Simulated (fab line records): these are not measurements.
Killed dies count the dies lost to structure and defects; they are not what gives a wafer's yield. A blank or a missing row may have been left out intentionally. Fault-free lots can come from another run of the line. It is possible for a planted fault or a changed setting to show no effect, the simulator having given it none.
Comparing a struck lot with a sound one | flow nand harc | 15 out of 1302 route steps
Sound: these wafers, L406.1, L406.5, L406.6. Struck: wafer L413.5. (L413.2, L413.6 of the same lot were not struck and are left out.) The cause comes at the end.
At each step with rows: each side's tool, then ch and its chambers, then its first start. Under that, the readings that differ: sound wafers | struck wafers | difference of the means | sigmas: that difference in standard deviations of wafers without a fault.
alike: readings with means less than 2 such deviations apart, plus words and numbers identical on both sides. not compared: withheld readings, readings lacking a value on some wafer, bounds such as >300 that could conceal the same value, and numbers that have no deviation in the record and whose values overlap.
The two part at a step that has a row with sigmas, a row that says differs or no value, or rows on one side only. Non-overlapping numbers with no deviation appear without sigmas and do not part them. Lack of a reading on every wafer of one side parts them only where that side has two or more wafers.

NHARC_P_GATE_STRIP_75: strips in O2.
  sound on plasma asher-02 ch 0,1, day 6 23:32; struck on plasma asher-01 ch 0, day 9 14:18
  alike: drypump motor current A, heater power w
  not compared: rf hours counter h
then, 9 steps without rows for these wafers: NHARC_P_GATE_STRIP_50 (strips in SPM, time 900 s); NHARC_P_GATE_DEHYDRATE_51 (time 120 s); NHARC_P_GATE_HMDS_52 (time 30 s); NHARC_P_GATE_COAT_53; NHARC_P_GATE_SOFTBAKE_54 (time 95 s); NHARC_P_GATE_EBR_55; NHARC_P_GATE_EXPOSE_56 (exposes mask P PSD, target cd 720 nm); NHARC_P_GATE_PEB_57 (peb time 85 s); NHARC_P_GATE_DEVELOP_58 (time 70 s).
NHARC_P_GATE_CD_MEAS_59: target cd 720 nm.
  sound on cd sem-02 ch 0, day 7 00:26; struck on cd sem-02 ch 0, day 9 15:07
  alike: cd nm
then, 1 step without rows for these wafers: NHARC_P_GATE_HARDBAKE_60 (time 80 s).
NHARC_P_GATE_DESCUM_61: chemistry O2, time 3 s.
  sound on rie diel-12 ch 0,1,3, day 7 00:38; struck on rie diel-12 ch 0, day 9 15:16
  reading          | sound             | struck | difference | sigmas
  run length s (s) | 23.74 24.22 23.49 | 25.35  | +1.53      | +5
  alike: drypump motor current A, oes product au, rf vpp V, showerhead plenum p Torr, throttle valve pct
  not compared: rf hours counter h
next, for these wafers, 1 step has no rows: NHARC_P_GATE_IMPLANT_62.
-- the record jumps here: 19 days lie between the struck wafers' starts before and after (it left off in module P_GATE and takes up again in module END, whose first step shown is number 1302 of the route) --
NHARC_END_SORT_01:
  sound on prober-01 ch 0, day 25 16:55; struck on prober-02 ch 0, day 28 07:02
  alike: killed at array, killed at other, killed at periphery, killed dies, killed open, killed short

## WHERE THEY PART
Within this record, at NHARC_P_GATE_DESCUM_61 only. Later steps at which nothing parts them and some readings are alike: NHARC_END_SORT_01.

WHY: what the simulator had put in
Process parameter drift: rie diel-12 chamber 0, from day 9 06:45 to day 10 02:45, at NHARC_P_GATE_DESCUM_61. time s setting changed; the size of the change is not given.
